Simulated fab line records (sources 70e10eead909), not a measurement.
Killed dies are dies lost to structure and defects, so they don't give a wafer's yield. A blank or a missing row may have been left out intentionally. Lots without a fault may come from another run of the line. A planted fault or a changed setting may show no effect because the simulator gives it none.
Shared-tool check    flow nand_harc    Sampled: 14 lots, 42 wafers

== WHAT PROMPTED THE OPENING ==
On 2 of the 14 lots, a flag is raised at NHARC_P_BONDPAD_THK_MEAS_20 on the reading thk_nm. No-fault wafers: 161.2 nm, standard deviation 1.6.
Rule: a lot gets a flag if all its wafers with a number sit over 4 standard deviations from that mean, or if no wafer of it has a number. The other lots count as sound.

lot   measured      on             thk_nm (nm), wafer by wafer  flag
L913  day 6 09:10   film_metro-02  159.6 158.7 162.8            
L915  day 6 22:35   film_metro-01  163.0 163.2 161.6            
L916  day 7 01:37   film_metro-02  158.2 160.5 161.1            
L917  day 7 15:41   film_metro-02  163.6 161.8 163.5            
L920  day 8 05:26   film_metro-01  161.8 164.6 164.1            
L922  day 8 17:38   film_metro-02  159.9 161.1 160.8            
L921  day 8 18:44   film_metro-01  160.5 162.3 160.8            
L925  day 10 03:38  film_metro-01  159.7 161.3 158.5            
L929  day 10 13:03  film_metro-02  162.4 162.6 163.3            
L930  day 10 14:44  film_metro-02  401.3 395.7 395.4            FLAGGED
L932  day 11 02:57  film_metro-01  397.4 400.9 395.4            FLAGGED
L933  day 11 08:55  film_metro-02  161.6 164.3 160.7            
L935  day 11 17:15  film_metro-01  161.3 161.5 161.3            
L934  day 11 18:09  film_metro-02  159.5 161.0 160.9            
The numbers of the flagged lots are 397.7 nm on average: +236.5 nm against the usual, or +99 or more standard deviations.

== WHICH TOOL EACH LOT WENT THROUGH ==
4 process steps preceding the reading are held in the record, out of 1159 steps in the route. Cell contents, in order: the tool; ch with the chambers the sampled wafers went through; the start.
lot   flag     NHARC_P_M2_DEP_33                NHARC_P_BONDPAD_PVD_17                   NHARC_P_BONDPAD_PVD_27                   NHARC_P_BONDPAD_CMP_19
L913           pecvd-01 ch 0,1,2, day 6 04:55   pvd_sputter-03, day 6 08:51 or earlier   pvd_sputter-03, day 6 08:51 or earlier   cmp-03 ch 0,2,3, day 6 08:51
L915           pecvd-01 ch 0,1,2, day 6 18:30   pvd_sputter-02, day 6 22:18 or earlier   pvd_sputter-02, day 6 22:18 or earlier   cmp-04 ch 0,3, day 6 22:18
L916           pecvd-04 ch 0,1,2, day 6 21:28   pvd_sputter-01, day 7 01:18 or earlier   pvd_sputter-01, day 7 01:18 or earlier   cmp-02 ch 1,3, day 7 01:18
L917           pecvd-04 ch 0,2, day 7 11:37     pvd_sputter-03, day 7 15:24 or earlier   pvd_sputter-03, day 7 15:24 or earlier   cmp-04 ch 0,2, day 7 15:24
L920           pecvd-04 ch 1,2, day 8 01:25     pvd_sputter-01, day 8 05:09 or earlier   pvd_sputter-01, day 8 05:09 or earlier   cmp-04 ch 0,2, day 8 05:09
L922           pecvd-03 ch 0,1,2, day 8 13:22   pvd_sputter-02, day 8 17:19 or earlier   pvd_sputter-02, day 8 17:19 or earlier   cmp-03 ch 0,2, day 8 17:19
L921           pecvd-04 ch 0,2, day 8 14:38     pvd_sputter-02, day 8 18:25 or earlier   pvd_sputter-02, day 8 18:25 or earlier   cmp-04 ch 0,2, day 8 18:25
L925           pecvd-01 ch 0,1,2, day 9 22:59   pvd_sputter-01, day 10 03:19 or earlier  pvd_sputter-01, day 10 03:19 or earlier  cmp-02 ch 0,1,2, day 10 03:19
L929           pecvd-01 ch 1,2, day 10 08:53    pvd_sputter-01, day 10 12:44 or earlier  pvd_sputter-01, day 10 12:44 or earlier  cmp-03 ch 0,2,3, day 10 12:44
L930  FLAGGED  pecvd-03 ch 0,1,2, day 10 10:43  pvd_sputter-01, day 10 14:28 or earlier  pvd_sputter-01, day 10 14:28 or earlier  cmp-03 ch 0,1,3, day 10 14:28
L932  FLAGGED  pecvd-03 ch 0,1,2, day 10 22:38  pvd_sputter-01, day 11 02:41 or earlier  pvd_sputter-01, day 11 02:41 or earlier  cmp-02 ch 0,1,3, day 11 02:41
L933           pecvd-04 ch 0,1,2, day 11 04:28  pvd_sputter-02, day 11 08:37 or earlier  pvd_sputter-02, day 11 08:37 or earlier  cmp-03 ch 1,2, day 11 08:37
L935           pecvd-03 ch 0,1,2, day 11 13:17  pvd_sputter-01, day 11 17:01 or earlier  pvd_sputter-01, day 11 17:01 or earlier  cmp-02 ch 0,1,2, day 11 17:01
L934           pecvd-03 ch 0,1,2, day 11 13:56  pvd_sputter-02, day 11 17:50 or earlier  pvd_sputter-02, day 11 17:50 or earlier  cmp-02 ch 2,3, day 11 17:50
What is done by these steps:
- NHARC_P_M2_DEP_33: deposits SiCN, target thk 30 nm.
- NHARC_P_BONDPAD_PVD_17: deposits TaN, target thk 5 nm, time 8.06 s.
- NHARC_P_BONDPAD_PVD_27: deposits Cu, target thk 30 nm, time 20.49 s.
- NHARC_P_BONDPAD_CMP_19: polishes, t overpolish 30 s, cu recess touch 16 s, target thk 160.81 nm.
- NHARC_P_BONDPAD_THK_MEAS_20: measures by xrf.

== FLAGGED OVER TOTAL, TOOL BY TOOL (the gauges that took the reading come last) ==
step                         tool            lots run  flagged  share of the flagged lots  sound lots run after its first flagged lot
NHARC_P_M2_DEP_33            pecvd-01        4         0        none                       -
NHARC_P_M2_DEP_33            pecvd-03        5         2        all                        2 (L935,L934)
NHARC_P_M2_DEP_33            pecvd-04        5         0        none                       -
NHARC_P_BONDPAD_PVD_17       pvd_sputter-01  7         2        all                        1 (L935)
NHARC_P_BONDPAD_PVD_17       pvd_sputter-02  5         0        none                       -
NHARC_P_BONDPAD_PVD_17       pvd_sputter-03  2         0        none                       -
NHARC_P_BONDPAD_PVD_27       pvd_sputter-01  7         2        all                        1 (L935)
NHARC_P_BONDPAD_PVD_27       pvd_sputter-02  5         0        none                       -
NHARC_P_BONDPAD_PVD_27       pvd_sputter-03  2         0        none                       -
NHARC_P_BONDPAD_CMP_19       cmp-02          5         1        some                       2 (L935,L934)
NHARC_P_BONDPAD_CMP_19       cmp-03          5         1        some                       1 (L933)
NHARC_P_BONDPAD_CMP_19       cmp-04          4         0        none                       -
NHARC_P_BONDPAD_THK_MEAS_20  film_metro-01   6         1        some                       1 (L935)
NHARC_P_BONDPAD_THK_MEAS_20  film_metro-02   8         1        some                       2 (L933,L934)
With no start given for some of its lots, NHARC_P_BONDPAD_PVD_17 uses the hours and lot order of NHARC_P_BONDPAD_CMP_19. With no start given for some of its lots, NHARC_P_BONDPAD_PVD_27 uses the hours and lot order of NHARC_P_BONDPAD_CMP_19.

== WHAT IS ALLOWED BY THE TABLE ==
pecvd-03 at NHARC_P_M2_DEP_33, pvd_sputter-01 at NHARC_P_BONDPAD_PVD_17 and pvd_sputter-01 at NHARC_P_BONDPAD_PVD_27: these 3 rows of the table ran every flagged lot.
- pecvd-03 at NHARC_P_M2_DEP_33: 2 of its 5 lots flagged. Lots that were sound ran on it after the first flagged one (L935, L934); a persistent fault on the entire tool would not allow that.
- pvd_sputter-01 at NHARC_P_BONDPAD_PVD_17: 2 of its 7 lots flagged. Lots that were sound ran on it after the first flagged one (L935); a persistent fault on the entire tool would not allow that.
- pvd_sputter-01 at NHARC_P_BONDPAD_PVD_27: 2 of its 7 lots flagged. Lots that were sound ran on it after the first flagged one (L935); a persistent fault on the entire tool would not allow that.
There is no row in the table that ran each flagged lot and no sound lot after the first.

== WHAT THE SIMULATOR HAD INSERTED ==
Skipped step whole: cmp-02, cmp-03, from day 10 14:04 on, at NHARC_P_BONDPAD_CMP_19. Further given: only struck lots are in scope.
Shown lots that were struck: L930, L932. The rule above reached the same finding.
